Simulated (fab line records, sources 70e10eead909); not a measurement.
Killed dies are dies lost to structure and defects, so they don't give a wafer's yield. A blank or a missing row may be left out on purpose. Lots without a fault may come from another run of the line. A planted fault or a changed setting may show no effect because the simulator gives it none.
Chamber matching | flow nand_harc | NHARC_P_M0_DESCUM_14 on rie_diel-05: 4 sister chambers
The step chemistry O2, time 3 s. 4 wafers are shown with their chamber, then 12 later ones without.

WAFERS WITH THEIR CHAMBER
wafer  | chamber | showerhead_plenum_p_Torr (Torr)
L092.1 | 0       | 1.79
L092.5 | 2       | 1.88
L093.4 | 1       | 2.01
L093.5 | 3       | 1.96

WAFERS WITHOUT THEIR CHAMBER
wafer  | showerhead_plenum_p_Torr (Torr)
L095.4 | 1.87
L095.5 | 1.87
L095.6 | 2.01
L094.2 | 2.01
L094.3 | 1.78
L094.4 | 1.88
L096.1 | 2.01
L096.3 | 1.87
L096.6 | 1.78
L097.3 | 1.78
L097.4 | 1.96
L097.5 | 1.78

WHICH CHAMBER EACH WENT THROUGH
wafer  | from the rows above | in truth
L095.4 | 2                   | 2
L095.5 | 2                   | 2
L095.6 | 1                   | 1
L094.2 | 1                   | 1
L094.3 | 0                   | 0
L094.4 | 2                   | 2
L096.1 | 1                   | 1
L096.3 | 2                   | 2
L096.6 | 0                   | 0
L097.3 | 0                   | 0
L097.4 | 3                   | 3
L097.5 | 0                   | 0
Placed correctly: 12 of 12. Can't be placed from these rows: 0. Placed wrongly: 0.
How it was worked out, from the rows above alone: a wafer's distance from a chamber is the root of the sum, over the readings, of the square of ((its reading less the chamber's mean) divided by the reading's scatter). The wafer belongs to the nearest chamber; if the next one is less than 2 further off, it can't be placed. A chamber's mean is the mean of its shown wafers. The scatter: with one shown wafer a chamber, the root of the mean of the squares of how far each hidden wafer lies from its nearest shown one.
